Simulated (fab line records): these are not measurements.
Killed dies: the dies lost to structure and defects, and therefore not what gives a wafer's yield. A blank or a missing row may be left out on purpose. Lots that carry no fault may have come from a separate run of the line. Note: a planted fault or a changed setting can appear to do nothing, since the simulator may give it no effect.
Chamber matching	flow n5 finfet	N5_BEOL_M9_STRIP_36 on rie diel-06 has 4 sister chambers
The step strips in N2/H2. 4 wafers are shown with their chamber, then 12 later ones without.

== WAFERS, EACH WITH ITS CHAMBER ==
wafer	chamber	drypump motor current A (A)
L087.5	2	4.9
L089.1	1	6.0
L089.2	3	6.8
L089.3	0	6.1

== WAFERS MISSING THEIR CHAMBER ==
wafer	drypump motor current A (A)
L091.1	5.9
L091.5	6.1
L091.6	6.0
L092.3	6.0
L092.4	4.9
L092.5	6.2
L093.1	6.1
L093.2	4.9
L093.5	6.0
L096.2	6.8
L096.3	6.1
L096.6	6.0

== WHICH CHAMBER EACH ONE RAN IN ==
wafer	from the rows above	in truth
L091.1	1	1
L091.5	0	0
L091.6	1	1
L092.3	1	1
L092.4	2	2
L092.5	0	0
L093.1	0	0
L093.2	2	2
L093.5	1	1
L096.2	3	3
L096.3	0	0
L096.6	1	1
Placed correctly: 12 of 12. From these rows, 0 cannot be placed. 0 placed wrongly.
How it was worked out, from the rows above alone: a wafer's distance from a chamber is the root of the sum, over the readings, of the square of ((its reading less the chamber's mean) divided by the reading's scatter). If the next closest chamber is less than 2 further off than the closest, the wafer can't be placed; otherwise it belongs to the closest. For every chamber, the mean is computed from those of its wafers that are shown. The scatter: with one shown wafer a chamber, the root of the mean of the squares of how far each hidden wafer lies from its nearest shown one.
